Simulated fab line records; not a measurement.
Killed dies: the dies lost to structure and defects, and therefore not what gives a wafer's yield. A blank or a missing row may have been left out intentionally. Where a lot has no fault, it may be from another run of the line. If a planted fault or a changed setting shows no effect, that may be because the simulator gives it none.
Which tool is to blame? | flow n5-finfet | at 1 step of a route of 1938, 12 lots with 35 wafers sampled

== WHAT EACH GAUGE READ, for each wafer ==
N5_BEOL_M11_OCD_MEAS_38. Usual: trench-depth-nm at 149.5 nm, with a standard deviation of 2.
lot  | measured     | on     | trench-depth-nm (nm) | flag
L931 | day 10 16:50 | ocd-01 | 150.4 151.9 152.7    |
L932 | day 11 05:31 | ocd-02 | 146.7 149.7 148.2    |
L934 | day 11 13:48 | ocd-02 | 148.1 146.0 150.2    |
L936 | day 11 23:35 | ocd-02 | 148.4 148.3 147.5    |
L937 | day 12 04:17 | ocd-02 | 150.7 147.6 149.2    |
L938 | day 12 13:27 | ocd-02 | 152.2 153.0 153.1    |
L940 | day 12 19:50 | ocd-01 | 149.1 150.7 151.2    |
L942 | day 14 00:00 | ocd-02 | 150.6 150.3 151.4    |
L944 | day 14 07:04 | ocd-01 | 150.0 147.5 148.7    |
L948 | day 14 07:14 | ocd-02 | 149.5 146.4 147.4    |
L947 | day 14 12:44 | ocd-01 | 148.2 150.3          |
L951 | day 15 14:12 | ocd-02 | 153.0 150.9 150.6    |

== WHICH TOOL RAN EACH LOT (tool, then ch and the chambers of the sampled wafers, then the start) ==
There is no process step in the record ahead of these readings.

== WHAT THE TOOLS THEMSELVES READ (means of the sampled wafers that have a number; where no wafer has one, the mark that the record gives instead) ==
The record holds no such reading with a usual standard deviation.

== THE ANSWER, worked out from the rows above alone ==
Rule: a lot counts as off when the mean over its wafers that have a number is more than 3 standard deviations away from the usual mean. A lot without any number at a reading at which 4 lots or more have one is off too. Any other lot the step has rows for is counted as sound. After the gauges, taken in route order, come the tools' own readings; for these a lot's mean is taken, as printed above. At the first step where some lot is off, the reading lying furthest off is the one used; lots without a number count as furthest.
No lot is off on any of the readings shown, so nothing can be concluded from this.

== WHAT HAD BEEN PUT IN BY THE SIMULATOR ==
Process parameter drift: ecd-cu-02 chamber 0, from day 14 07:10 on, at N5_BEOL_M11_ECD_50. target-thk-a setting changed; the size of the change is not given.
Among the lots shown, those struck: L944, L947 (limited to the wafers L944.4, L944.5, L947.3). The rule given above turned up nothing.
